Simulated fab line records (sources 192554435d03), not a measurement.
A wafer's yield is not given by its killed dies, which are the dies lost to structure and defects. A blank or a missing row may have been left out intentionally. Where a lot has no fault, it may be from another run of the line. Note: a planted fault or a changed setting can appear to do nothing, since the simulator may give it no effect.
fab line records	flow n5Finfet
record: lots: 7	wafers: 39
route steps=1938 shown BEOL_M7@1263 BEOL_M11@1539 BEOL_M14@1716 MIM_TOP@1835 PAD_METAL@1896
startH: start of the lot's first displayed wafer, in hours after the record's first day	waitH: time in hours since the lot's previous step	" same as the row above	L1.1+2: several wafers, shown together as one row	- either no value or no given start	* or withheld: withheld	< > ~ a bound
route shown NAME@n: NAME is a module with steps in the file, n the number in the route of the first one	usual: mean/standard deviation of fault-free wafers	same: alike in all rows	chamber/n: place in a boat	sites: the reading at each site	_std_site: standard deviation of those values	_edge_site: mean of outer sites minus mean of inner sites	radiusMm: how far each site lies from the wafer's centre	mask NAME#n: copy n	behind: the tool/chamber that last shaped the wafer	hold: cause of the lot's hold/its duration in hours/its outcome	device: whichever transistor did not switch (one of n, p or np)	end of line: the same wafers' tests at the end of the route	for a step that has no rows: nothing shown but its recipe	killed: dies lost to structure and defects at the first sort, not the wafer's yield	map: shows each die of a wafer: x if killed, . if not, _ if none is there
set.NAME: the setting that was run; set.NAME@STEP: the one run at that earlier step	model.NAME: the simulator's own value behind a step, which no gauge read
lots run with intentionally changed settings; tables by step, rows by wafer
== steps ==
step: N5_BEOL_M7_ILD_DEP_00
recipe: material: SiCOH_lowk	targetThkA: 1797.5	tempC: 300	precursor: DEMS/porogen	pressureTorr: 5	rfW: 500	timeS: 33.4
lot.wafer	tool	chamber	startH	waitH	set.timeS	model.SiCOH_lowk_of_BEOL_M7_ILD_DEP_00.thkNm
L074.1+5	pecvd-01	0	193.66	0.0	33.4	179
L074.2	"	1	"	"	33.4	175.8
L074.3	"	2	"	"	33.4	177.6
L074.4	"	2	"	"	33.4	180.4
L074.6	"	1	"	"	33.4	180
L086.1	pecvd-01	1	257.35	0.0	41.82	218.8
L086.2	"	0	"	"	41.82	219.4
L086.3	"	2	"	"	33.4	178.6
L086.4	"	0	"	"	41.82	223.8
L086.5	"	1	"	"	33.4	178.8
L086.6	"	2	"	"	33.4	179.4
L085.1+6	pecvd-01	2,0	257.73	0.0	21.43	116.6
L085.2	"	0	"	"	21.43	115.2
L085.3	"	1	"	"	33.4	177.8
L085.4	"	2	"	"	33.4	179.4
L085.5	"	1	"	"	33.4	181
L088.1	pecvd-01	0	267.71	0.0	33.4	178
L088.2	"	2	"	"	40.5	214.8
L088.3	"	1	"	"	33.4	178.4
L088.4	"	1	"	"	40.5	220
L088.5	"	0	"	"	40.5	218.4
L088.6	"	2	"	"	33.4	181
L093.1	pecvd-03	2	303.94	0.0	49.22	260.8
L093.2	"	1	"	"	33.4	178.4
L093.3	"	0	"	"	33.4	179
L093.4	"	0	"	"	33.4	183.2
L093.5	"	2	"	"	49.22	263.8
L093.6	"	1	"	"	49.22	262.2
L096.1	pecvd-01	1	316.52	0.0	33.4	179.2
L096.2	"	2	"	"	33.4	180.6
L096.5	"	1	"	"	33.4	180.4
L095.1+3	pecvd-01	1,2	325.52	0.0	33.4	178.4
L095.2+4	"	0,1	"	"	18.01	99.4
L095.5	"	2	"	"	33.4	179.2
L095.6	"	0	"	"	18.01	100.2
step: N5_BEOL_M7_CURE_74
recipe: tempC: 385	timeS: 240	ambient: He/Ar	material: SiCOH_lowk
lot.wafer	tool	chamber	startH	waitH	set.timeS@BEOL_M7_ILD_DEP_00	model.SiCOH_lowk_of_BEOL_M7_ILD_DEP_00.thkNm
L074.1+5	uvCure-03	0	193.72	0.0	33.4	154.2
L074.2	"	0	"	"	33.4	151.6
L074.3	"	0	"	"	33.4	153
L074.4	"	0	"	"	33.4	155.6
L074.6	"	0	"	"	33.4	155.2
L086.1	uvCure-01	1	257.45	0.1	41.82	189
L086.2	"	1	"	"	41.82	189.6
L086.3	"	1	"	"	33.4	154
L086.4	"	1	"	"	41.82	193.4
L086.5	"	1	"	"	33.4	154.2
L086.6	"	1	"	"	33.4	154.8
L085.1+6	uvCure-02	2	257.80	0.1	21.43	100.2
L085.2	"	2	"	"	21.43	99
L085.3	"	2	"	"	33.4	153.4
L085.4	"	2	"	"	33.4	154.8
L085.5	"	2	"	"	33.4	156.2
L088.1	uvCure-02	0	267.78	0.0	33.4	153.4
L088.2	"	0	"	"	40.5	185.6
L088.3	"	0	"	"	33.4	153.8
L088.4	"	0	"	"	40.5	190.2
L088.5	"	0	"	"	40.5	188.8
L088.6	"	0	"	"	33.4	156.2
L093.1	uvCure-01	0	304.01	0.0	49.22	226
L093.2	"	0	"	"	33.4	153.8
L093.3	"	0	"	"	33.4	154.4
L093.4	"	0	"	"	33.4	158
L093.5	"	0	"	"	49.22	228.6
L093.6	"	0	"	"	49.22	227.2
L096.1	uvCure-01	2	316.59	0.0	33.4	154.4
L096.2	"	2	"	"	33.4	155.8
L096.5	"	2	"	"	33.4	155.6
L095.1+3	uvCure-01	2	325.59	0.0	33.4	153.8
L095.2	"	2	"	"	18.01	85.2
L095.4	"	2	"	"	18.01	85.4
L095.5	"	2	"	"	33.4	154.4
L095.6	"	2	"	"	18.01	86
step: N5_BEOL_M7_THK_MEAS_01
recipe: reads: SiCOH_lowk_of_BEOL_M7_ILD_DEP_00
usual: M7_ILD_THK: 155.1/1.8
lot.wafer	tool	chamber	startH	waitH	set.timeS@BEOL_M7_ILD_DEP_00	M7_ILD_THK[nm]
L074.1	filmMetro-02	-	194.23	0.4	33.4	154.3
L074.2	"	-	"	"	33.4	151.6
L074.3	"	-	"	"	33.4	152.9
L074.4	"	-	"	"	33.4	155.7
L074.5	"	-	"	"	33.4	154.4
L074.6	"	-	"	"	33.4	155.1
L086.1	filmMetro-02	-	257.96	0.4	41.82	189.0
L086.2	"	-	"	"	41.82	189.7
L086.3	"	-	"	"	33.4	154.1
L086.4	"	-	"	"	41.82	193.5
L086.5	"	-	"	"	33.4	154.1
L086.6	"	-	"	"	33.4	154.7
L085.1	filmMetro-01	-	258.31	0.4	21.43	100.1
L085.2	"	-	"	"	21.43	99.0
L085.3	"	-	"	"	33.4	153.4
L085.4	"	-	"	"	33.4	154.8
L085.5	"	-	"	"	33.4	156.2
L085.6	"	-	"	"	21.43	100.2
L088.1	filmMetro-01	-	268.29	0.4	33.4	153.4
L088.2	"	-	"	"	40.5	185.5
L088.3	"	-	"	"	33.4	153.8
L088.4	"	-	"	"	40.5	190.3
L088.5	"	-	"	"	40.5	188.8
L088.6	"	-	"	"	33.4	156.2
L093.1	filmMetro-02	-	304.52	0.4	49.22	226.0
L093.2	"	-	"	"	33.4	153.8
L093.3	"	-	"	"	33.4	154.2
L093.4	"	-	"	"	33.4	158.0
L093.5	"	-	"	"	49.22	228.4
L093.6	"	-	"	"	49.22	227.3
L096.1	filmMetro-01	-	317.58	0.8	33.4	154.5
L096.2	"	-	"	"	33.4	155.9
L096.5	"	-	"	"	33.4	155.6
L095.1	filmMetro-02	-	326.10	0.4	33.4	153.9
L095.2	"	-	"	"	18.01	85.3
L095.3	"	-	"	"	33.4	153.7
L095.4	"	-	"	"	18.01	85.3
L095.5	"	-	"	"	33.4	154.4
L095.6	"	-	"	"	18.01	86.0
step: N5_BEOL_M11_PECVD_70
recipe: material: SiO2	targetThkA: 200	tempC: 400	precursor: TEOS/O2	pressureTorr: 5.5	rfW: 450	teosFlowSccm: 53.8	gas: O2	flowSccm: 3000	timeS: 22.7
lot.wafer	tool	chamber	startH	waitH	set.timeS	model.SiO2_of_BEOL_M11_PECVD_70.thkNm
L074.1	pecvd-03	0	229.98	0.0	22.7	20
L074.2	"	2	"	"	22.7	19.8
L074.3+4+6	"	1,2,0	"	"	22.7	20.4
L074.5	"	1	"	"	22.7	20.6
L085.1+2	pecvd-04	0,2	290.88	0.0	13.04	11.8
L085.3	"	1	"	"	13.04	12
L085.4+5	"	2,0	"	"	22.7	20.2
L085.6	"	1	"	"	22.7	20.4
L086.1+2	pecvd-04	1,2	291.36	0.0	32.09	27.8
L086.3+4	"	0	"	"	22.7	20
L086.5	"	2	"	"	32.09	28.2
L086.6	"	1	"	"	22.7	20.4
L088.1	pecvd-04	0	299.46	0.0	16.88	15
L088.2	"	1	"	"	16.88	15.2
L088.3	"	2	"	"	22.7	19.8
L088.4	"	2	"	"	16.88	15.4
L088.5+6	"	0,1	"	"	22.7	20.2
L093.1	pecvd-03	1	339.03	0.0	9.32	8.4
L093.2	"	2	"	"	9.32	8.2
L093.3+5	"	0	"	"	22.7	19.8
L093.4	"	2	"	"	22.7	19.6
L093.6	"	1	"	"	9.32	8.6
L096.1+2+5	pecvd-04	0,1,1	355.85	0.1	22.7	20.4
L095.1+6	pecvd-03	1,2	361.97	0.0	22.7	19.8
L095.2	"	0	"	"	15.81	14
L095.3	"	2	"	"	22.7	19.6
L095.4	"	0	"	"	15.81	14.2
L095.5	"	1	"	"	15.81	14.4
step: N5_BEOL_M11_HM_DEP_02
recipe: material: TiN	targetThkA: 200	tempC: 25	chamberPressurePa: 0.49996
step: N5_BEOL_M11_COAT_59
recipe: resist: SOC	tempC: 250	timeS: 60	spinRpm: 1500	resistThkNm: 100
step: N5_BEOL_M11_ECD_50
recipe: material: Cu	targetThkA: 3180
step: N5_BEOL_M11_ANNEAL_51
recipe: tempC: 225	timeS: 90	ambient: N2
step: N5_BEOL_M11_CMP_52
recipe: stopOn: SiCOH_lowk	tOverpolishS: 7	downForcePsi: 1	platenRpm: 50	clearingPlatenDownForcePsi: 1.5	clearingPlatenRpm: 50	postCmpClean: cuAlkaline	targetThkNm: 140	clearingPlatenPadVelocityMS: 0.99484	padVelocityMS: 0.99484
usual: barrierFieldEndpointS: 28.7/0.68
lot.wafer	tool	chamber	startH	waitH	set.timeS@BEOL_M11_PECVD_70	barrierFieldEndpointS
L074.2	cmp-01	0	234.06	0.2	22.7	28.5
L074.4	"	1	"	"	22.7	29.2
L074.1	"	2	"	"	22.7	29.0
L074.3	"	3	"	"	22.7	29.0
L074.6	"	0	"	"	22.7	30.0
L074.5	"	1	"	"	22.7	29.7
L086.4	cmp-03	3	296.95	0.1	22.7	28.7
L086.2	"	0	"	"	32.09	36.5
L086.1	"	1	"	"	32.09	37.4
L086.3	"	2	"	"	22.7	28.6
L086.5	"	3	"	"	32.09	39.0
L086.6	"	0	"	"	22.7	28.7
L085.1	cmp-01	0	297.80	0.3	13.04	18.4
L085.3	"	1	"	"	13.04	18.7
L085.4	"	2	"	"	22.7	29.3
L085.2	"	3	"	"	13.04	18.2
L085.6	"	0	"	"	22.7	29.5
L085.5	"	1	"	"	22.7	28.7
L088.4	cmp-01	1	306.52	0.1	16.88	23.9
L088.1	"	2	"	"	16.88	23.1
L088.3	"	3	"	"	22.7	28.6
L088.2	"	0	"	"	16.88	23.2
L088.6	"	1	"	"	22.7	29.4
L088.5	"	2	"	"	22.7	29.4
L093.3	cmp-03	0	345.74	0.2	22.7	28.7
L093.1	"	1	"	"	9.32	14.9
L093.2	"	2	"	"	9.32	14.5
L093.4	"	3	"	"	22.7	28.4
L093.5	"	0	"	"	22.7	28.8
L093.6	"	1	"	"	9.32	14.8
L096.1	cmp-03	3	361.71	0.3	22.7	29.5
L096.2	"	0	"	"	22.7	29.0
L096.5	"	2	"	"	22.7	30.3
L095.3	cmp-03	1	370.93	0.2	22.7	28.1
L095.1	"	2	"	"	22.7	28.8
L095.2	"	3	"	"	15.81	21.4
L095.4	"	0	"	"	15.81	21.8
L095.6	"	1	"	"	22.7	29.0
L095.5	"	2	"	"	15.81	22.1
step: N5_BEOL_M14_ILD_DEP_00
recipe: material: SiO2	targetThkA: 11193	tempC: 400	precursor: TEOS/O2	pressureTorr: 6.5	rfW: 900	teosFlowSccm: 161.4	gas: O2	flowSccm: 2650	timeS: 237.4
lot.wafer	tool	chamber	startH	waitH	set.timeS	model.SiO2_of_BEOL_M14_ILD_DEP_00.thkNm
L074.1	pecvd-01	0	245.04	0.0	330.9	1542
L074.2	"	2	"	"	237.4	1110
L074.3	"	1	"	"	237.4	1108
L074.4	"	0	"	"	330.9	1564
L074.5	"	1	"	"	330.9	1583
L074.6	"	2	"	"	237.4	1128
L086.1	pecvd-04	0	309.52	0.0	164.1	785
L086.2	"	1	"	"	164.1	778.8
L086.3	"	2	"	"	237.4	1120
L086.4	"	2	"	"	237.4	1133
L086.5	"	0	"	"	237.4	1130
L086.6	"	1	"	"	164.1	786.4
L085.1	pecvd-04	0	312.49	0.0	298	1382
L085.2	"	2	"	"	298	1385
L085.3	"	1	"	"	237.4	1117
L085.4	"	2	"	"	298	1409
L085.5	"	0	"	"	237.4	1146
L085.6	"	1	"	"	237.4	1127
L088.1	pecvd-01	0	317.52	0.0	237.4	1111
L088.2	"	1	"	"	358.4	1692
L088.3	"	2	"	"	237.4	1110
L088.4	"	1	"	"	358.4	1711
L088.5	"	2	"	"	237.4	1135
L088.6	"	0	"	"	358.4	1706
L093.1	pecvd-02	1	360.46	0.0	237.4	1102
L093.2	"	0	"	"	364.5	1708
L093.3	"	2	"	"	237.4	1091
L093.4	"	2	"	"	364.5	1714
L093.5	"	1	"	"	364.5	1723
L093.6	"	0	"	"	237.4	1121
L096.1	pecvd-04	0	371.82	0.0	237.4	1113
L096.2	"	2	"	"	237.4	1122
L096.5	"	1	"	"	237.4	1149
L095.1	pecvd-02	0	385.19	0.0	237.4	1107
L095.2	"	2	"	"	237.4	1100
L095.3	"	1	"	"	237.4	1115
L095.4	"	2	"	"	237.4	1099
L095.5	"	0	"	"	237.4	1121
L095.6	"	1	"	"	237.4	1114
step: N5_BEOL_M14_THK_MEAS_01
recipe: reads: SiO2_of_BEOL_M14_ILD_DEP_00
usual: M14_ILD_THK: 1119/15
lot.wafer	tool	chamber	startH	waitH	set.timeS@BEOL_M14_ILD_DEP_00	M14_ILD_THK[nm]
L074.1	filmMetro-01	-	245.23	0.1	330.9	1543
L074.2	"	-	"	"	237.4	1110
L074.3	"	-	"	"	237.4	1108
L074.4	"	-	"	"	330.9	1563
L074.5	"	-	"	"	330.9	1583
L074.6	"	-	"	"	237.4	1127
L086.1	filmMetro-01	-	309.71	0.1	164.1	785
L086.2	"	-	"	"	164.1	780
L086.3	"	-	"	"	237.4	1121
L086.4	"	-	"	"	237.4	1134
L086.5	"	-	"	"	237.4	1130
L086.6	"	-	"	"	164.1	787
L085.1	filmMetro-02	-	312.68	0.1	298	1381
L085.2	"	-	"	"	298	1385
L085.3	"	-	"	"	237.4	1115
L085.4	"	-	"	"	298	1410
L085.5	"	-	"	"	237.4	1145
L085.6	"	-	"	"	237.4	1128
L088.1	filmMetro-01	-	317.71	0.1	237.4	1110
L088.2	"	-	"	"	358.4	1692
L088.3	"	-	"	"	237.4	1110
L088.4	"	-	"	"	358.4	1709
L088.5	"	-	"	"	237.4	1136
L088.6	"	-	"	"	358.4	1707
L093.1	filmMetro-02	-	360.64	0.1	237.4	1102
L093.2	"	-	"	"	364.5	1708
L093.3	"	-	"	"	237.4	1090
L093.4	"	-	"	"	364.5	1715
L093.5	"	-	"	"	364.5	1723
L093.6	"	-	"	"	237.4	1120
L096.1	filmMetro-02	-	372.01	0.1	237.4	1113
L096.2	"	-	"	"	237.4	1122
L096.5	"	-	"	"	237.4	1149
L095.1	filmMetro-01	-	385.38	0.1	237.4	1107
L095.2	"	-	"	"	237.4	1100
L095.3	"	-	"	"	237.4	1115
L095.4	"	-	"	"	237.4	1100
L095.5	"	-	"	"	237.4	1121
L095.6	"	-	"	"	237.4	1114
step: N5_BEOL_M14_COAT_58
recipe: resist: BARC	tempC: 205	timeS: 60	spinRpm: 1500	resistThkNm: 89
step: N5_BEOL_M14_COAT_04
recipe: spinRpm: 1704	resistThkNm: 800
step: N5_BEOL_M14_DESCUM_15
recipe: chemistry: O2	timeS: 7.9	sourcePowerW: 50	biasPowerW: 20	pressureMtorr: 20	rfFrequencyHz: 2.712e+07	tempC: 40	o2FlowSccm: 225
step: N5_BEOL_M14_ETCH_59
recipe: chemistry: N2/H2	target: BARC	targetDepthA: 890	overetchA: 267	timeS: 67.9	ionEnergyEv: 200	pressureMtorr: 30	sourceW: 840	biasW: 150	n2FlowSccm: 200	h2FlowSccm: 200
step: N5_BEOL_M14_VIA_ETCH_16
recipe: chemistry: C4F8/O2/Ar	target: SiO2	heInnerTorr: 15	heOuterTorr: 30	targetDepthA: 12313	timeS: withheld	ionEnergyEv: 800	pressureMtorr: 20	sourceW: 1905	biasW: 2040	Ar_flow_sccm: 400	C4F8_flow_sccm: 16	O2_flow_sccm: 12	ends: cleared
lot.wafer	tool	chamber	startH	waitH	set.timeS@BEOL_M14_ILD_DEP_00	model.etch.depthNm	model.coat_of_BEOL_M14_COAT_04.thkNm
L074.1	rieDiel-04	2	245.84	0.0	*	1542	360.2
L074.2	"	1	"	"	*	1110	462.8
L074.3	"	3	"	"	*	1108	461
L074.4	"	0	"	"	*	1564	348.4
L074.5	"	0	"	"	*	1583	345.6
L074.6	"	3	"	"	*	1128	454
L086.1	rieDiel-04	3	310.32	0.0	*	785	533
L086.2	"	1	"	"	*	778.9	533.2
L086.3	"	0	"	"	*	1120	448.2
L086.4	"	3	"	"	*	1133	450
L086.5	"	0	"	"	*	1130	446.2
L086.6	"	1	"	"	*	786.3	532
L085.1	rieDiel-06	3	313.28	0.0	*	1382	397.6
L085.2	"	0	"	"	*	1385	396
L085.3	"	2	"	"	*	1117	462
L085.4	"	0	"	"	*	1409	388.6
L085.5	"	3	"	"	*	1146	449.6
L085.6	"	2	"	"	*	1127	458.8
L088.1	rieDiel-04	0	318.32	0.0	*	1111	456
L088.2	"	2	"	"	*	1692	320.2
L088.3	"	3	"	"	*	1110	456.8
L088.4	"	1	"	"	*	1711	313.8
L088.5	"	2	"	"	*	1135	451.8
L088.6	"	3	"	"	*	1706	316.4
L093.1	rieDiel-06	1	361.13	0.0	*	1102	456.6
L093.2	"	2	"	"	*	1708	318.4
L093.3	"	0	"	"	*	1091	460.2
L093.4	"	3	"	"	*	1714	309.4
L093.5	"	2	"	"	*	1723	316
L093.6	"	3	"	"	*	1121	453.4
L096.1	rieDiel-04	2	372.62	0.0	*	1113	454.6
L096.2	"	1	"	"	*	1122	452.2
L096.5	"	0	"	"	*	1149	445.8
L095.1	rieDiel-01	1	386.42	0.0	*	1107	460.4
L095.2	"	0	"	"	*	1100	459
L095.3	"	3	"	"	*	1115	457.2
L095.4	"	3	"	"	*	1099	461.4
L095.5	"	1	"	"	*	1121	456.6
L095.6	"	0	"	"	*	1114	456.4
step: N5_BEOL_M14_STRIP_63
recipe: chemistry: O2	powerW: 600	tempC: 60	pressureMtorr: 30	rfFrequencyHz: 6e+07	biasPowerW: 0	overashFraction: 0.3	o2FlowSccm: 225
step: N5_BEOL_M14_STRIP_64
recipe: chemistry: O2	powerW: 600	tempC: 60	pressureMtorr: 30	rfFrequencyHz: 6e+07	biasPowerW: 0	overashFraction: 0.3	o2FlowSccm: 225
step: N5_BEOL_M14_STRIP_71
recipe: chemistry: postEtchResidueRemover	timeS: 60	tempC: 25	removerPh: withheld	removerWaterWtPct: withheld	removerFluorideWtPct: withheld
step: N5_BEOL_M14_SRD_72
recipe: timeS: 30	tempC: 23	rinseLiquid: diw	dry: n2Spin	spinRpm: 1500	dryTimeS: 30
step: N5_BEOL_M14_CD_MEAS_17
recipe: targetCdNm: 250	polarity: opening
usual: cdNm: 251.1/1.4
lot.wafer	tool	chamber	startH	waitH	set.timeS@BEOL_M14_ILD_DEP_00	cdNm
L074.1	cdSem-03	-	246.19	0.0	330.9	256.1
L074.2	"	-	"	"	237.4	250.8
L074.3	"	-	"	"	237.4	250.7
L074.4	"	-	"	"	330.9	256.8
L074.5	"	-	"	"	330.9	255.6
L074.6	"	-	"	"	237.4	251.2
L086.1	cdSem-01	-	310.70	0.0	164.1	247.6
L086.2	"	-	"	"	164.1	248.3
L086.3	"	-	"	"	237.4	250.8
L086.4	"	-	"	"	237.4	249.4
L086.5	"	-	"	"	237.4	250.3
L086.6	"	-	"	"	164.1	249.0
L085.1	cdSem-01	-	313.64	0.0	298	253.3
L085.2	"	-	"	"	298	255.2
L085.3	"	-	"	"	237.4	251.7
L085.4	"	-	"	"	298	254.3
L085.5	"	-	"	"	237.4	250.5
L085.6	"	-	"	"	237.4	251.1
L088.1	cdSem-01	-	318.67	0.0	237.4	250.6
L088.2	"	-	"	"	358.4	255.9
L088.3	"	-	"	"	237.4	249.5
L088.4	"	-	"	"	358.4	257.0
L088.5	"	-	"	"	237.4	250.0
L088.6	"	-	"	"	358.4	256.3
L093.1	cdSem-01	-	361.47	0.0	237.4	250.5
L093.2	"	-	"	"	364.5	258.1
L093.3	"	-	"	"	237.4	251.0
L093.4	"	-	"	"	364.5	256.9
L093.5	"	-	"	"	364.5	259.5
L093.6	"	-	"	"	237.4	250.8
L096.1	cdSem-02	-	372.97	0.0	237.4	251.1
L096.2	"	-	"	"	237.4	252.1
L096.5	"	-	"	"	237.4	250.5
L095.1	cdSem-01	-	386.77	0.0	237.4	250.9
L095.2	"	-	"	"	237.4	250.3
L095.3	"	-	"	"	237.4	250.8
L095.4	"	-	"	"	237.4	252.3
L095.5	"	-	"	"	237.4	250.4
L095.6	"	-	"	"	237.4	251.3
step: N5_MIM_TOP_ALD_01
recipe: material: HfO2	targetThkA: 56	tempC: withheld	aldPrecursorFamily: Hf-amide	aldCoReactant: O3	pulseTimeS: 1	purgeTimeS: 3	coReactantPurgeTimeS: 2	coReactantPulseTimeS: 3	aldCycles: 62
lot.wafer	tool	chamber	startH	waitH	set.aldCycles	model.HfO2_of_MIM_TOP_ALD_01.thkNm
L074.1+2+3+4+5+6	aldHk-03	2,1,3,0,1,2	-	-	62	5.6
L086.1+2+3+4+5+6	aldHk-02	0,1,3,2,0,1	-	-	62	5.6
L085.1+3+5	aldHk-03	2,1,3	-	-	62	5.6
L085.2+4+6	"	3,0,0	"	"	97	8.8
L088.1+4+6	aldHk-02	3,0,0	-	-	76	6.8
L088.2+3+5	"	2,1,1	"	"	62	5.6
L093.1+2+4	aldHk-01	2,1,0	-	-	80	7.2
L093.3+5+6	"	3,1,0	"	"	62	5.6
L096.1+2+5	aldHk-01	2,1,0	-	-	62	5.6
L095.1+2+3	aldHk-02	2,3,0	-	-	62	5.6
L095.4+5+6	"	1,3,2	"	"	52	4.8
step: N5_PASSIVATION_AL_DEP_21
recipe: material: Al	targetThkA: 28000	tempC: 400	timeS: 170	powerW: 30000	chamberPressurePa: 0.4	gas: Ar
lot.wafer	tool	chamber	startH	waitH	set.targetThkA	model.Al_of_PASSIVATION_AL_DEP_21.thkNm
L074.1	pvdSputter-02	-	267.49	0.1	28000	2825
L074.2	"	-	"	"	28000	2838
L074.3	"	-	"	"	28000	2807
L074.4	"	-	"	"	28000	2817
L074.5	"	-	"	"	28000	2833
L074.6	"	-	"	"	28000	2823
L085.1	pvdSputter-02	-	330.91	0.1	20110	1989
L085.2+5	"	-	"	"	28000	2775
L085.3	"	-	"	"	20110	1969
L085.4	"	-	"	"	20110	1974
L085.6	"	-	"	"	28000	2766
L086.1	pvdSputter-03	-	331.26	0.1	28000	2811
L086.2	"	-	"	"	28000	2821
L086.3	"	-	"	"	28000	2785
L086.4	"	-	"	"	28000	2840
L086.5	"	-	"	"	28000	2805
L086.6	"	-	"	"	28000	2789
L088.1	pvdSputter-02	-	340.57	0.1	28000	2768
L088.2	"	-	"	"	28000	2795
L088.3	"	-	"	"	28000	2785
L088.4	"	-	"	"	17210	1714
L088.5	"	-	"	"	17210	1716
L088.6	"	-	"	"	17210	1692
L093.1	pvdSputter-02	-	386.92	0.1	41710	4197
L093.2	"	-	"	"	28000	2811
L093.3	"	-	"	"	28000	2805
L093.4	"	-	"	"	41710	4164
L093.5	"	-	"	"	28000	2815
L093.6	"	-	"	"	41710	4188
L096.1	pvdSputter-03	-	395.08	0.1	28000	2810
L096.2	"	-	"	"	28000	2806
L096.5	"	-	"	"	28000	2811
L095.1	pvdSputter-01	-	408.02	0.1	22570	2255
L095.2	"	-	"	"	28000	2782
L095.3	"	-	"	"	28000	2791
L095.4	"	-	"	"	22570	2250
L095.5	"	-	"	"	22570	2257
L095.6	"	-	"	"	28000	2783
== key ==
split: step: N5_BEOL_M7_ILD_DEP_00	setting: timeS	stated: 33.4	by: wafer
response: step: N5_BEOL_M7_ILD_DEP_00	reading: model.SiCOH_lowk_of_BEOL_M7_ILD_DEP_00.thkNm	change: +1.73	per: 1%	r: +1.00
response: step: N5_BEOL_M7_CURE_74	reading: model.SiCOH_lowk_of_BEOL_M7_ILD_DEP_00.thkNm	change: +1.51	per: 1%	r: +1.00
response: step: N5_BEOL_M7_THK_MEAS_01	reading: M7_ILD_THK	change: +1.51	per: 1%	r: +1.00
split: step: N5_BEOL_M11_PECVD_70	setting: timeS	stated: 22.7	by: wafer
response: step: N5_BEOL_M11_PECVD_70	reading: model.SiO2_of_BEOL_M11_PECVD_70.thkNm	change: +0.191	per: 1%	r: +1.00
response: step: N5_BEOL_M11_CMP_52	reading: barrierFieldEndpointS	change: +0.234	per: 1%	r: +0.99
split: step: N5_BEOL_M14_ILD_DEP_00	setting: timeS	stated: 237.4	by: wafer
response: step: N5_BEOL_M14_ILD_DEP_00	reading: model.SiO2_of_BEOL_M14_ILD_DEP_00.thkNm	change: +11.3	per: 1%	r: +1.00
response: step: N5_BEOL_M14_THK_MEAS_01	reading: M14_ILD_THK	change: +11.3	per: 1%	r: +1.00
response: step: N5_BEOL_M14_VIA_ETCH_16	reading: model.etch.depthNm	change: +11.3	per: 1%	r: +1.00
response: step: N5_BEOL_M14_VIA_ETCH_16	reading: model.coat_of_BEOL_M14_COAT_04.thkNm	change: -2.68	per: 1%	r: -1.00
response: step: N5_BEOL_M14_CD_MEAS_17	reading: cdNm	change: +0.124	per: 1%	r: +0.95
split: step: N5_MIM_TOP_ALD_01	setting: aldCycles	stated: 62	by: wafer
response: step: N5_MIM_TOP_ALD_01	reading: model.HfO2_of_MIM_TOP_ALD_01.thkNm	change: +0.0556	per: 1%	r: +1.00
split: step: N5_PASSIVATION_AL_DEP_21	setting: targetThkA	stated: 28000	by: wafer
response: step: N5_PASSIVATION_AL_DEP_21	reading: model.Al_of_PASSIVATION_AL_DEP_21.thkNm	change: +28	per: 1%	r: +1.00
